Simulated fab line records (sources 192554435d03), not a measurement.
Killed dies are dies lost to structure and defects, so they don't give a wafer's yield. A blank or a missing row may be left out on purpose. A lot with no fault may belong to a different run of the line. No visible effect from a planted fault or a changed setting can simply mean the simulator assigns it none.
Lot-split experiment || flow n5_finfet || 39 wafers read from 7 lots, route of 1938 steps

== ON THE SPLIT ==
At N5_DUMMY_GATE_ETCH_32 (etches SiO2 in CF4, target depth 3.5 nm, time 3.9 s), the setting time_s was moved away from the recipe's 3.9 s on 18 of the 39 wafers read, by -19.5% to +23.1%. This setting was run at the recipe's value on the other wafers.

The reading is taken at the split's own step.

== THE READING ==
etch.depth_nm (the simulator's own value, which no gauge read), in nm, at N5_DUMMY_GATE_ETCH_32 (etches SiO2 in CF4, target depth 3.5 nm, time 3.9 s). There is no usual value for it anywhere in the file. The 21 wafers here that ran the recipe average 3.466 nm, standard deviation 0.055 nm.

{"wafer": "L079.1", "tool, chamber at the split": "rie_si-06, 3", "time_s as run, s": 4.75, "against the recipe": "+21.8%", "etch.depth_nm, nm": 4.221, "against lot-mates on the recipe": "+0.807"}
{"wafer": "L079.2", "tool, chamber at the split": "rie_si-06, 1", "time_s as run, s": 3.9, "against the recipe": "recipe", "etch.depth_nm, nm": 3.341, "against lot-mates on the recipe": "-"}
{"wafer": "L079.3", "tool, chamber at the split": "rie_si-06, 0", "time_s as run, s": 4.75, "against the recipe": "+21.8%", "etch.depth_nm, nm": 4.157, "against lot-mates on the recipe": "+0.743"}
{"wafer": "L079.4", "tool, chamber at the split": "rie_si-06, 2", "time_s as run, s": 3.9, "against the recipe": "recipe", "etch.depth_nm, nm": 3.529, "against lot-mates on the recipe": "-"}
{"wafer": "L079.5", "tool, chamber at the split": "rie_si-06, 1", "time_s as run, s": 3.9, "against the recipe": "recipe", "etch.depth_nm, nm": 3.372, "against lot-mates on the recipe": "-"}
{"wafer": "L079.6", "tool, chamber at the split": "rie_si-06, 0", "time_s as run, s": 4.75, "against the recipe": "+21.8%", "etch.depth_nm, nm": 4.154, "against lot-mates on the recipe": "+0.740"}
{"wafer": "L085.1", "tool, chamber at the split": "rie_si-06, 2", "time_s as run, s": 4.802, "against the recipe": "+23.1%", "etch.depth_nm, nm": 4.344, "against lot-mates on the recipe": "+0.927"}
{"wafer": "L085.2", "tool, chamber at the split": "rie_si-06, 0", "time_s as run, s": 4.802, "against the recipe": "+23.1%", "etch.depth_nm, nm": 4.215, "against lot-mates on the recipe": "+0.798"}
{"wafer": "L085.3", "tool, chamber at the split": "rie_si-06, 3", "time_s as run, s": 3.9, "against the recipe": "recipe", "etch.depth_nm, nm": 3.472, "against lot-mates on the recipe": "-"}
{"wafer": "L085.4", "tool, chamber at the split": "rie_si-06, 1", "time_s as run, s": 3.9, "against the recipe": "recipe", "etch.depth_nm, nm": 3.372, "against lot-mates on the recipe": "-"}
{"wafer": "L085.5", "tool, chamber at the split": "rie_si-06, 0", "time_s as run, s": 3.9, "against the recipe": "recipe", "etch.depth_nm, nm": 3.408, "against lot-mates on the recipe": "-"}
{"wafer": "L085.6", "tool, chamber at the split": "rie_si-06, 1", "time_s as run, s": 4.802, "against the recipe": "+23.1%", "etch.depth_nm, nm": 4.167, "against lot-mates on the recipe": "+0.750"}
{"wafer": "L086.1", "tool, chamber at the split": "rie_si-06, 2", "time_s as run, s": 3.141, "against the recipe": "-19.5%", "etch.depth_nm, nm": 2.865, "against lot-mates on the recipe": -0.629}
{"wafer": "L086.2", "tool, chamber at the split": "rie_si-06, 3", "time_s as run, s": 3.9, "against the recipe": "recipe", "etch.depth_nm, nm": 3.469, "against lot-mates on the recipe": "-"}
{"wafer": "L086.3", "tool, chamber at the split": "rie_si-06, 0", "time_s as run, s": 3.9, "against the recipe": "recipe", "etch.depth_nm, nm": 3.464, "against lot-mates on the recipe": "-"}
{"wafer": "L086.4", "tool, chamber at the split": "rie_si-06, 1", "time_s as run, s": 3.141, "against the recipe": "-19.5%", "etch.depth_nm, nm": 2.733, "against lot-mates on the recipe": -0.761}
{"wafer": "L086.5", "tool, chamber at the split": "rie_si-06, 2", "time_s as run, s": 3.9, "against the recipe": "recipe", "etch.depth_nm, nm": 3.55, "against lot-mates on the recipe": "-"}
{"wafer": "L086.6", "tool, chamber at the split": "rie_si-06, 3", "time_s as run, s": 3.141, "against the recipe": "-19.5%", "etch.depth_nm, nm": 2.794, "against lot-mates on the recipe": -0.700}
{"wafer": "L088.1", "tool, chamber at the split": "rie_si-06, 0", "time_s as run, s": 3.9, "against the recipe": "recipe", "etch.depth_nm, nm": 3.438, "against lot-mates on the recipe": "-"}
{"wafer": "L088.2", "tool, chamber at the split": "rie_si-06, 1", "time_s as run, s": 4.334, "against the recipe": "+11.1%", "etch.depth_nm, nm": 3.687, "against lot-mates on the recipe": "+0.245"}
{"wafer": "L088.3", "tool, chamber at the split": "rie_si-06, 2", "time_s as run, s": 4.334, "against the recipe": "+11.1%", "etch.depth_nm, nm": 3.898, "against lot-mates on the recipe": "+0.456"}
{"wafer": "L088.4", "tool, chamber at the split": "rie_si-06, 3", "time_s as run, s": 3.9, "against the recipe": "recipe", "etch.depth_nm, nm": 3.447, "against lot-mates on the recipe": "-"}
{"wafer": "L088.5", "tool, chamber at the split": "rie_si-06, 3", "time_s as run, s": 3.9, "against the recipe": "recipe", "etch.depth_nm, nm": 3.44, "against lot-mates on the recipe": "-"}
{"wafer": "L088.6", "tool, chamber at the split": "rie_si-06, 0", "time_s as run, s": 4.334, "against the recipe": "+11.1%", "etch.depth_nm, nm": 3.79, "against lot-mates on the recipe": "+0.348"}
{"wafer": "L093.1", "tool, chamber at the split": "rie_si-01, 1", "time_s as run, s": 3.9, "against the recipe": "recipe", "etch.depth_nm, nm": 3.506, "against lot-mates on the recipe": "-"}
{"wafer": "L093.5", "tool, chamber at the split": "rie_si-01, 2", "time_s as run, s": 3.9, "against the recipe": "recipe", "etch.depth_nm, nm": 3.474, "against lot-mates on the recipe": "-"}
{"wafer": "L093.6", "tool, chamber at the split": "rie_si-01, 3", "time_s as run, s": 3.9, "against the recipe": "recipe", "etch.depth_nm, nm": 3.479, "against lot-mates on the recipe": "-"}
{"wafer": "L095.1", "tool, chamber at the split": "rie_si-01, 2", "time_s as run, s": 4.411, "against the recipe": "+13.1%", "etch.depth_nm, nm": 3.941, "against lot-mates on the recipe": "+0.427"}
{"wafer": "L095.2", "tool, chamber at the split": "rie_si-01, 0", "time_s as run, s": 3.9, "against the recipe": "recipe", "etch.depth_nm, nm": 3.527, "against lot-mates on the recipe": "-"}
{"wafer": "L095.3", "tool, chamber at the split": "rie_si-01, 3", "time_s as run, s": 4.411, "against the recipe": "+13.1%", "etch.depth_nm, nm": 3.907, "against lot-mates on the recipe": "+0.393"}
{"wafer": "L095.4", "tool, chamber at the split": "rie_si-01, 1", "time_s as run, s": 3.9, "against the recipe": "recipe", "etch.depth_nm, nm": 3.48, "against lot-mates on the recipe": "-"}
{"wafer": "L095.5", "tool, chamber at the split": "rie_si-01, 1", "time_s as run, s": 4.411, "against the recipe": "+13.1%", "etch.depth_nm, nm": 3.942, "against lot-mates on the recipe": "+0.428"}
{"wafer": "L095.6", "tool, chamber at the split": "rie_si-01, 0", "time_s as run, s": 3.9, "against the recipe": "recipe", "etch.depth_nm, nm": 3.535, "against lot-mates on the recipe": "-"}
{"wafer": "L097.1", "tool, chamber at the split": "rie_si-02, 0", "time_s as run, s": 3.9, "against the recipe": "recipe", "etch.depth_nm, nm": 3.503, "against lot-mates on the recipe": "-"}
{"wafer": "L097.2", "tool, chamber at the split": "rie_si-02, 2", "time_s as run, s": 3.185, "against the recipe": "-18.3%", "etch.depth_nm, nm": 2.908, "against lot-mates on the recipe": -0.590}
{"wafer": "L097.3", "tool, chamber at the split": "rie_si-02, 1", "time_s as run, s": 3.185, "against the recipe": "-18.3%", "etch.depth_nm, nm": 2.82, "against lot-mates on the recipe": -0.678}
{"wafer": "L097.4", "tool, chamber at the split": "rie_si-02, 3", "time_s as run, s": 3.9, "against the recipe": "recipe", "etch.depth_nm, nm": 3.489, "against lot-mates on the recipe": "-"}
{"wafer": "L097.5", "tool, chamber at the split": "rie_si-02, 3", "time_s as run, s": 3.185, "against the recipe": "-18.3%", "etch.depth_nm, nm": 2.84, "against lot-mates on the recipe": -0.658}
{"wafer": "L097.6", "tool, chamber at the split": "rie_si-02, 0", "time_s as run, s": 3.9, "against the recipe": "recipe", "etch.depth_nm, nm": 3.501, "against lot-mates on the recipe": "-"}

FIT RESULTS
A straight line over all 39 wafers: etch.depth_nm changes by +0.0334 nm for each +1% of time_s; r = +0.99; the points scatter about the line by 0.059 nm.
The same after taking each lot's own level away (the mean of its wafers on the recipe; 39 wafers): +0.0349 nm for each +1%; r = +0.99; scatter 0.052 nm.
That fit puts the effect of the largest move of time_s on the reading at 0.81 nm.
Across the lots, their own levels run from 3.4140 to 3.5140 nm, a range of 1.8 times the standard deviation given above.
Hence the lot-to-lot level has little effect on the slope; both slopes agree.
Check: +0.788 nm against its lot-mates is what the line predicts for one of the wafers moved furthest among these (+23.1%) when that wafer is left out of the fit. Against them it came out at +0.927 nm.

== ADDITIONAL SPLITS CARRIED BY THESE WAFERS ==
Before the reading, these wafers also passed through other splits. Each is held against what the fit with the lots' levels taken away leaves over:
{"other split on the same wafers": "N5_WELL_APT_EPI_41 time_s", "wafers away from the commonest value": 9, "r with etch.depth_nm (lot level and that fit taken away)": -0.15}
{"other split on the same wafers": "N5_FIN_SAQP_ETCH_65 time_s", "wafers away from the commonest value": 15, "r with etch.depth_nm (lot level and that fit taken away)": -0.07}
{"other split on the same wafers": "N5_DUMMY_GATE_ETCH_31 target_depth_a", "wafers away from the commonest value": 15, "r with etch.depth_nm (lot level and that fit taken away)": "+0.20"}

== FILE'S OWN FIT ==
etch.depth_nm changes by +0.0348 nm for each +1% of time_s, r = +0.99.
